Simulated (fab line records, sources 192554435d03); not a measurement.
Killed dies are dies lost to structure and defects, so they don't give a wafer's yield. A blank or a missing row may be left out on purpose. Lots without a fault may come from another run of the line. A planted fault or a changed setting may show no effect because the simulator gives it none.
Chamber matching | flow n5_finfet | N5_BEOL_M11_STRIP_36 on rie_diel-03: 4 sister chambers
The step strips in N2/H2. 8 wafers are shown with their chamber, then 7 later ones without.

WAFERS WITH THEIR CHAMBER
wafer  | chamber | showerhead_plenum_p_Torr (Torr) | oes_product_au (a.u.)
L079.4 | 1       | 2.61                            | 0.69
L079.5 | 0       | 2.63                            | 0.69
L079.6 | 3       | 2.55                            | 0.84
L081.2 | 0       | 2.62                            | 0.67
L081.4 | 3       | 2.55                            | 0.82
L081.6 | 2       | 2.47                            | 0.88
L086.1 | 1       | 2.61                            | 0.68
L086.3 | 2       | 2.47                            | 0.87

WAFERS WITHOUT THEIR CHAMBER
wafer  | showerhead_plenum_p_Torr (Torr) | oes_product_au (a.u.)
L086.4 | 2.62                            | 0.68
L091.3 | 2.61                            | 0.68
L091.4 | 2.47                            | 0.83
L091.6 | 2.47                            | 0.85
L096.1 | 2.60                            | 0.99
L096.3 | 2.46                            | 0.84
L096.5 | 2.54                            | 0.78

WHICH CHAMBER EACH WENT THROUGH
wafer  | from the rows above     | in truth
L086.4 | can't be placed: 0 or 1 | 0
L091.3 | 1                       | 1
L091.4 | 2                       | 2
L091.6 | 2                       | 2
L096.1 | 3                       | 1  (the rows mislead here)
L096.3 | 2                       | 2
L096.5 | 3                       | 3
Placed correctly: 5 of 7. Can't be placed from these rows: 1 (the true chamber is among the candidates in 1). Placed wrongly: 1.
How it was worked out, from the rows above alone: a wafer's distance from a chamber is the root of the sum, over the readings, of the square of ((its reading less the chamber's mean) divided by the reading's scatter). The wafer belongs to the nearest chamber; if the next one is less than 2 further off, it can't be placed. A chamber's mean is the mean of its shown wafers. The scatter: the root of (the sum of the squares of (reading less its chamber's mean) over the shown wafers, divided by (wafers less chambers)).
